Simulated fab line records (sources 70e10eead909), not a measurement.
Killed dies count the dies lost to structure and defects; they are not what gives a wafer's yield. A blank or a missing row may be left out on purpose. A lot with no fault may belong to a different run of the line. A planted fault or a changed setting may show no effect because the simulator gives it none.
Which tool was responsible?    flow nandHarc    24 lots with 72 wafers sampled at 4 steps, on a route of 1302 steps

## WHAT THE GAUGES SHOWED, per wafer
NHARC_A_CONTACT_CD_MEAS_80. Usual: cdNm at 289.4 nm, with a standard deviation of 0.83.
lot   measured      on        cdNm (nm)          flag
L075  day 22 17:37  cdSem-02  290.6 290.4 290.8  
L074  day 22 17:56  cdSem-01  290.2 289.3 290.1  
L077  day 22 23:23  cdSem-02  289.7 289.2 289.4  
L076  day 23 03:41  cdSem-03  290.0 290.7 290.3  
L078  day 23 10:36  cdSem-01  289.0 289.1 288.3  
L081  day 24 13:22  cdSem-01  288.7 288.7 289.4  
L080  day 24 19:57  cdSem-01  290.3 289.6 289.6  
L079  day 25 00:07  cdSem-01  290.3 289.8 290.2  
L082  day 25 23:17  cdSem-03  288.3 288.8 288.2  
L083  day 26 01:55  cdSem-01  290.0 289.5 289.7  
L084  day 26 04:13  cdSem-03  289.6 288.8 290.0  
L085  day 26 06:18  cdSem-01  290.6 290.3 290.5  
L086  day 26 19:07  cdSem-01  287.7 287.9 287.7  
L087  day 28 02:00  cdSem-01  289.7 289.5 289.3  
L088  day 28 02:48  cdSem-03  289.4 289.5 289.0  
L089  day 28 09:10  cdSem-03  288.0 288.9 288.7  
L090  day 28 16:20  cdSem-02  290.1 289.8 290.6  
L091  day 29 04:08  cdSem-03  289.2 288.8 289.6  
L094  day 29 22:45  cdSem-01  290.2 289.9 289.6  
L092  day 30 01:39  cdSem-03  289.9 290.8 290.0  
L093  day 30 05:59  cdSem-02  289.8 289.2 290.1  
L096  day 31 05:04  cdSem-02  289.4 289.0 289.2  
L095  day 31 16:35  cdSem-02  289.2 289.3 288.7  
L097  day 32 00:20  cdSem-02  287.6 287.1 287.3  

NHARC_A_BLC_CD_MEAS_10: target cd 100 nm. Usual: cdNm at 100.1 nm, with a standard deviation of 0.63.
lot   measured      on        cdNm (nm)          flag
L075  day 23 07:41  cdSem-03  99.6 99.5 99.4     
L074  day 23 09:17  cdSem-01  100.1 100.0 101.0  
L077  day 23 10:42  cdSem-02  100.7 100.2 99.8   
L076  day 23 13:52  cdSem-02  101.5 101.0 100.7  
L078  day 23 20:56  cdSem-02  99.4 99.5 99.5     
L081  day 25 00:40  cdSem-01  99.5 100.0 98.8    
L080  day 25 07:53  cdSem-01  100.9 99.9 100.8   
L079  day 25 09:52  cdSem-01  100.4 100.4 100.6  
L082  day 26 11:28  cdSem-03  101.1 101.0 101.2  
L083  day 26 13:48  cdSem-01  101.9 101.9 100.7  
L084  day 26 15:02  cdSem-01  100.8 100.9 100.8  
L085  day 26 16:35  cdSem-01  99.7 100.1 99.6    
L086  day 27 06:40  cdSem-03  99.6 99.3 99.8     
L087  day 28 12:55  cdSem-03  100.4 99.8 101.0   
L088  day 28 13:29  cdSem-01  100.3 99.5 100.1   
L089  day 28 20:14  cdSem-03  99.5 99.4 99.1     
L090  day 29 02:05  cdSem-02  100.4 100.6 99.9   
L091  day 29 17:05  cdSem-02  100.4 100.0 100.8  
L094  day 30 09:08  cdSem-01  99.3 99.2 100.4    
L092  day 30 11:25  cdSem-02  98.9 99.4 100.3    
L093  day 30 15:39  cdSem-03  100.7 99.8 99.4    
L096  day 31 21:24  cdSem-01  100.6 99.9 99.9    
L095  day 32 08:37  cdSem-01  100.4 100.6 99.9   
L097  day 32 12:18  cdSem-02  99.8 99.0 99.9     

## WHICH TOOL RAN EACH LOT (tool, then ch and the chambers of the sampled wafers, then the start)
lot   NHARC_A_CONTACT_ETCH_134            NHARC_A_CONTACT_ETCH_98
L075  harCapEtch-01 ch 0,1, day 23 02:31  rieDiel-05 ch 2,3, day 23 07:41 or earlier
L074  harCapEtch-03 ch 0,1, day 23 04:16  rieDiel-09 ch 2,3, day 23 09:17 or earlier
L077  harCapEtch-02 ch 0,1, day 23 05:01  rieDiel-09 ch 0,2,3, day 23 10:42 or earlier
L076  harCapEtch-03 ch 0,1, day 23 08:49  rieDiel-09 ch 1,3, day 23 13:52 or earlier
L078  harCapEtch-02 ch 0,1, day 23 15:30  rieDiel-04 ch 1,2,3, day 23 20:56 or earlier
L081  harCapEtch-02 ch 0,1, day 24 19:47  rieDiel-09 ch 0,3, day 25 00:40 or earlier
L080  harCapEtch-03 ch 0,1, day 25 01:23  rieDiel-09 ch 2,3, day 25 07:53 or earlier
L079  harCapEtch-02 ch 0,1, day 25 04:50  rieDiel-05 ch 0,3, day 25 09:52 or earlier
L082  harCapEtch-03 ch 0,1, day 26 06:26  rieDiel-05 ch 1,2,3, day 26 11:28 or earlier
L083  harCapEtch-01 ch 0,1, day 26 08:17  rieDiel-09 ch 0,1,2, day 26 13:48 or earlier
L084  harCapEtch-03 ch 0,1, day 26 10:03  rieDiel-04 ch 1,2,3, day 26 15:02 or earlier
L085  harCapEtch-02 ch 0,1, day 26 11:47  rieDiel-09 ch 0,2,3, day 26 16:35 or earlier
L086  harCapEtch-03 ch 0,1, day 27 01:46  rieDiel-04 ch 0,2,3, day 27 06:40 or earlier
L087  harCapEtch-01 ch 0,1, day 28 07:11  rieDiel-05 ch 0,1,2, day 28 12:55 or earlier
L088  harCapEtch-03 ch 0,1, day 28 08:10  rieDiel-09 ch 0,1,2, day 28 10:11
L089  harCapEtch-03 ch 0,1, day 28 15:23  rieDiel-09 ch 1,2,3, day 28 20:14 or earlier
L090  harCapEtch-02 ch 0,1, day 28 21:02  rieDiel-09 ch 1,2,3, day 29 02:05 or earlier
L091  harCapEtch-03 ch 0,1, day 29 12:07  rieDiel-09 ch 1,3, day 29 17:05 or earlier
L094  harCapEtch-03 ch 0,1, day 30 04:08  rieDiel-09 ch 2,3, day 30 09:08 or earlier
L092  harCapEtch-02 ch 0,1, day 30 06:23  rieDiel-09 ch 0,1,2, day 30 11:25 or earlier
L093  harCapEtch-01 ch 0,1, day 30 10:41  rieDiel-09 ch 1,2, day 30 15:39 or earlier
L096  harCapEtch-02 ch 0,1, day 31 16:29  rieDiel-09 ch 1,3, day 31 21:24 or earlier
L095  harCapEtch-01 ch 0,1, day 32 02:55  rieDiel-05 ch 1,2, day 32 08:37 or earlier
L097  harCapEtch-02 ch 0,1, day 32 07:20  rieDiel-09 ch 0,1, day 32 09:19
- NHARC_A_CONTACT_ETCH_134: etches the open film in C4F8/O2/Ar, time 140 s, target depth 700 nm.
- NHARC_A_CONTACT_ETCH_98: etches the open film in C4F6/O2, target depth 20 nm, time 10 s.

## WHAT THE TOOLS THEMSELVES READ (means of the sampled wafers that have a number; where no wafer has one, the mark that the record gives instead)
NHARC_A_CONTACT_ETCH_98. Usual: drypumpMotorCurrentA 5.4 A, standard deviation 0.5; oesProductAu 0.963 a.u., standard deviation 0.028; rfVppV 546 V, standard deviation 4.4; showerheadPlenumPTorr 3.87 Torr, standard deviation 0.21; throttleValvePct 26.905 %, standard deviation 0.0081.
lot   tool        drypumpMotorCurrentA (A)  oesProductAu (a.u.)  rfVppV (V)  showerheadPlenumPTorr (Torr)  throttleValvePct (%)  flag
L075  rieDiel-05  5.5                       0.972                544         3.76                          26.894                
L074  rieDiel-09  5.0                       0.936                547         3.88                          26.913                
L077  rieDiel-09  5.2                       0.950                547         3.92                          26.900                
L076  rieDiel-09  5.9                       0.961                546         3.85                          26.907                
L078  rieDiel-04  5.8                       0.999                549         3.98                          26.912                
L081  rieDiel-09  5.5                       0.930                550         4.09                          26.901                
L080  rieDiel-09  4.9                       0.926                546         3.87                          26.911                
L079  rieDiel-05  5.5                       0.952                547         3.89                          26.907                
L082  rieDiel-05  5.3                       0.992                550         4.05                          26.907                
L083  rieDiel-09  5.3                       0.954                543         3.73                          26.905                
L084  rieDiel-04  5.8                       1.013                548         3.97                          26.907                
L085  rieDiel-09  5.2                       0.949                547         3.91                          26.901                
L086  rieDiel-04  5.8                       0.997                548         3.98                          26.905                
L087  rieDiel-05  5.5                       0.946                547         3.95                          26.902                
L088  rieDiel-09  5.3                       0.968                543         3.72                          26.899                
L089  rieDiel-09  5.5                       0.952                545         3.85                          26.912                
L090  rieDiel-09  5.5                       0.948                545         3.85                          26.910                
L091  rieDiel-09  5.8                       0.989                548         4.03                          26.899                
L094  rieDiel-09  5.3                       0.968                549         4.04                          26.908                
L092  rieDiel-09  5.3                       1.020                544         3.72                          26.910                
L093  rieDiel-09  5.6                       0.963                542         3.67                          26.902                
L096  rieDiel-09  5.7                       0.933                549         4.02                          26.891                
L095  rieDiel-05  5.2                       0.930                548         4.02                          26.908                
L097  rieDiel-09  5.5                       0.972                544         3.76                          26.904                

## THE ANSWER, worked out from the rows above alone
Rule: a lot counts as off when the mean over its wafers that have a number is more than 3 standard deviations away from the usual mean. Also off: a lot with no number at a reading for which 4 or more lots have one. Any other lot the step has rows for is counted as sound. First the gauges in route order, then the tools' own readings, where a lot's mean is used as printed above. The first step at which some lot is off is used, and at that step the reading that is off furthest; a lot without a number counts as furthest.
Nothing can be told from this: no lot is off at any reading shown.

## WHAT THE SIMULATOR HAD INSERTED
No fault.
